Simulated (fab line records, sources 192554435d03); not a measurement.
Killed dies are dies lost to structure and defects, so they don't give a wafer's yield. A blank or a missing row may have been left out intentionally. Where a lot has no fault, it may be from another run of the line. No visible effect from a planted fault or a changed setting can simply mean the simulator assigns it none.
What tool caused it? :: flow n5_finfet :: route of 1938 steps, sampled at 1 step: 12 lots, 36 wafers

== WHAT THE GAUGES READ, wafer by wafer ==
N5_BEOL_M4_THK_MEAS_53: measures by xrf.
lot: L076
measured: day 7 21:16
on: film_metro-02
M4_THK (nm): 40.6 39.8 41.3

lot: L077
measured: day 8 15:03
on: film_metro-02
M4_THK (nm): 39.6 41.3 41.7

lot: L079
measured: day 9 08:12
on: film_metro-02
M4_THK (nm): 39.0 41.5 40.7

lot: L082
measured: day 9 21:17
on: film_metro-01
M4_THK (nm): 39.2 40.6 40.1

lot: L083
measured: day 10 02:01
on: film_metro-01
M4_THK (nm): 38.6 41.6 39.3

lot: L085
measured: day 10 22:25
on: film_metro-02
M4_THK (nm): 42.0 39.0 40.3

lot: L087
measured: day 11 16:05
on: film_metro-01
M4_THK (nm): 38.9 39.7 40.6

lot: L090
measured: day 12 01:06
on: film_metro-01
M4_THK (nm): 42.1 41.3 42.2

lot: L089
measured: day 12 12:41
on: film_metro-02
M4_THK (nm): 42.0 43.1 42.7

lot: L094
measured: day 12 18:14
on: film_metro-01
M4_THK (nm): 39.0 40.5 39.8

lot: L095
measured: day 12 23:29
on: film_metro-02
M4_THK (nm): 37.8 39.0 39.4

lot: L097
measured: day 13 23:26
on: film_metro-02
M4_THK (nm): 37.7 39.4 39.4

== WHICH TOOL RAN EACH LOT (tool, then ch and the chambers of the sampled wafers, then the start) ==
No process step before these readings appears in the record.

== THE ANSWER, worked out from the rows above alone ==
Rule: what is usual is taken from the lots themselves. Put in order of their means at a reading, lots are off if they are a third of the lots or fewer, leave a main group of 4 or more, and stand apart from it by a gap of 3 or more times the standard deviation of the main group's means; of several such gaps the widest counts. A main group is skipped when, at the precision printed for the reading in the tables above, its means are all equal. A lot without any number at a reading at which 4 lots or more have one is off too. Where the step has rows for the other lots, those lots are counted as sound.
None of the lots is off at any reading shown; this tells nothing.

== WHAT THE SIMULATOR HAD INSERTED ==
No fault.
